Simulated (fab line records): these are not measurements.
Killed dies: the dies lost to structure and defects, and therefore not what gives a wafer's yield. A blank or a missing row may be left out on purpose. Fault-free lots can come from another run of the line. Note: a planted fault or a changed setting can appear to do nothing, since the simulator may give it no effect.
2 desks looking at one fault | flow n5-finfet | each desk holds nothing but its own numbers, with what lay behind them at the end

## FROM THE METROLOGY DESK
Means of the sampled wafers that have a number, per lot and without regard to the tool the lot ran on: this is what the gauges read. Any lot whose mean is over 4 standard deviations away from the usual mean is out of limits and marked OUT; that distance is given in the brackets. Only the readings that lie furthest out on some lot appear, 7 of the 10 it has.
Columns: A = DIBL_P at N5_BEOL_M4_RC_MEAS_101, usual 36.4 mV/V; B = IOFF_N at N5_BEOL_M4_RC_MEAS_101, usual 0.167 nA/um; C = ION_N at N5_BEOL_M4_RC_MEAS_101, usual 678 uA/um; D = ION_P at N5_BEOL_M4_RC_MEAS_101, usual 464 uA/um; E = SS_N at N5_BEOL_M4_RC_MEAS_101, usual 71.5 mV/dec; F = SS_P at N5_BEOL_M4_RC_MEAS_101, usual 73.4 mV/dec; G = VT_N at N5_BEOL_M4_RC_MEAS_101, usual 248.5 mV
lot  | first seen here | A    | B     | C   | D   | E    | F    | G
L808 | day 9 01:15     | 35.5 | 0.171 | 680 | 470 | 71.6 | 73.6 | 247.9
L810 | day 9 09:05     | 34.1 | 0.140 | 669 | 473 | 72.1 | 72.4 | 252.3
L811 | day 10 10:31    | 37.4 | 0.181 | 683 | 465 | 72.3 | 73.2 | 247.7
L813 | day 11 14:48    | 36.0 | 0.156 | 672 | 464 | 71.4 | 73.3 | 250.0
L817 | day 13 02:11    | 35.3 | 0.158 | 677 | 463 | 71.3 | 73.3 | 249.3
L823 | day 14 20:09    | 35.5 | 0.158 | 679 | 467 | 70.8 | 73.4 | 247.7
L825 | day 14 22:31    | 36.9 | 0.169 | 680 | 461 | 71.7 | 73.8 | 249.0
L828 | day 15 15:25    | 36.7 | 0.155 | 678 | 459 | 71.3 | 72.5 | 250.1
L827 | day 15 22:28    | 37.3 | 0.204 | 694 | 471 | 71.6 | 74.1 | 244.3
Result from this desk: across the 9 lots, nothing is out of limits.

## THE TOOL OWNER'S DESK: rie-diel-03
The tool's own readings at N5_BEOL_M1_TRENCH_ETCH_37 (etches SiOC in C4F6/O2, target depth 55.207 nm, time 29 s): means of the sampled wafers that have a number, for each lot that ran on this tool. Any lot whose mean is over 4 standard deviations away from the usual mean is out of limits and marked OUT; that distance is given in the brackets.
Columns: A = bias-w at N5_BEOL_M1_TRENCH_ETCH_37, usual 185.0 W; B = drypump-motor-current-A at N5_BEOL_M1_TRENCH_ETCH_37, usual 5.7 A; C = oes_f_703_au at N5_BEOL_M1_TRENCH_ETCH_37, usual 0.81 a.u.; D = oes-product-au at N5_BEOL_M1_TRENCH_ETCH_37, usual 0.81 a.u.; E = rf-vpp-V at N5_BEOL_M1_TRENCH_ETCH_37, usual 664 V; F = showerhead-plenum-p-Torr at N5_BEOL_M1_TRENCH_ETCH_37, usual 2.86 Torr; G = throttle-valve-pct at N5_BEOL_M1_TRENCH_ETCH_37, usual 20.88 %
lot  | first seen here | A               | B   | C    | D    | E   | F    | G
L808 | day 6 21:08     | 184.8           | 5.6 | 0.80 | 0.80 | 670 | 2.88 | 20.85
L813 | day 8 16:08     | 192.0 (+12) OUT | 5.8 | 0.72 | 0.72 | 689 | 2.85 | 20.99
L817 | day 9 08:08     | 191.6 (+12) OUT | 5.4 | 0.75 | 0.75 | 686 | 2.81 | 20.91
L823 | day 11 15:44    | 184.7           | 5.4 | 0.81 | 0.83 | 669 | 2.91 | 20.81
This desk finds L813, L817 out of limits, L813 being first, at day 8 16:08 (bias-w at N5_BEOL_M1_TRENCH_ETCH_37). L808, L823: within limits.

## BROUGHT TOGETHER
An alarm could have come from the tool owner's desk at day 8 16:08, on L813, L817.
Nothing out of limits was seen by the metrology desk.
The metrology desk holds a record of L813, L817, inside its limits.
All the named lots went through N5_BEOL_M1_TRENCH_ETCH_37 on rie-diel-03.

## WHAT HAD BEEN PUT IN BY THE SIMULATOR
rie-diel-03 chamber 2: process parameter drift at N5_BEOL_M1_TRENCH_ETCH_37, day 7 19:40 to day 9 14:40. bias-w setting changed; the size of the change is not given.
Lots struck among those shown: L813, L817.
Time in hours from fault onset to the first out-of-limits reading at each desk: the tool owner's desk, 20.
